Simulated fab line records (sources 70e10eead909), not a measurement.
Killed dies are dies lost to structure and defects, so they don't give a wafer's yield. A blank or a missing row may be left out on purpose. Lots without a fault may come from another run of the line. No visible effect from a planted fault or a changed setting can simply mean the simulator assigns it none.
Chamber matching | flow nandHarc | 3 sister chambers for NHARC_P_M2_PRE_CLEAN_32 on pecvd-03
The step time 12 s. 6 wafers are shown with their chamber, then 9 later ones without.

== EACH WAFER AND ITS CHAMBER ==
wafer  | chamber | heaterPowerW (W)
L087.6 | 1       | 580
L089.5 | 2       | 643
L089.6 | 0       | 714
L093.3 | 1       | 631
L093.4 | 0       | 672
L093.5 | 2       | 617

== WAFERS WITHOUT THEIR CHAMBER ==
wafer  | heaterPowerW (W)
L095.2 | 679
L095.3 | 704
L095.5 | 708
L094.1 | 669
L094.4 | 710
L094.5 | 729
L097.2 | 745
L097.3 | 681
L097.6 | 681

== EACH ONE'S CHAMBER ==
wafer  | from the rows above          | in truth
L095.2 | can't be placed: 0 or 2      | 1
L095.3 | 0                            | 0
L095.5 | 0                            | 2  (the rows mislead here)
L094.1 | can't be placed: 0 or 2 or 1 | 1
L094.4 | 0                            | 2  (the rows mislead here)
L094.5 | 0                            | 0
L097.2 | 0                            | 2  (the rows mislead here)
L097.3 | can't be placed: 0 or 2      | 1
L097.6 | can't be placed: 0 or 2      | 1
Placed correctly: 2 of 9. Can't be placed from these rows: 4 (the true chamber is among the candidates in 1). Placed wrongly: 3.
How it was worked out, from the rows above alone: a wafer's distance from a chamber is the root of the sum, over the readings, of the square of ((its reading less the chamber's mean) divided by the reading's scatter). The wafer belongs to the nearest chamber; if the next one is less than 2 further off, it can't be placed. For every chamber, the mean is computed from those of its wafers that are shown. The scatter is the square root of a quotient: the sum, over the shown wafers, of each reading's squared deviation from its chamber's mean, divided by wafers minus chambers.
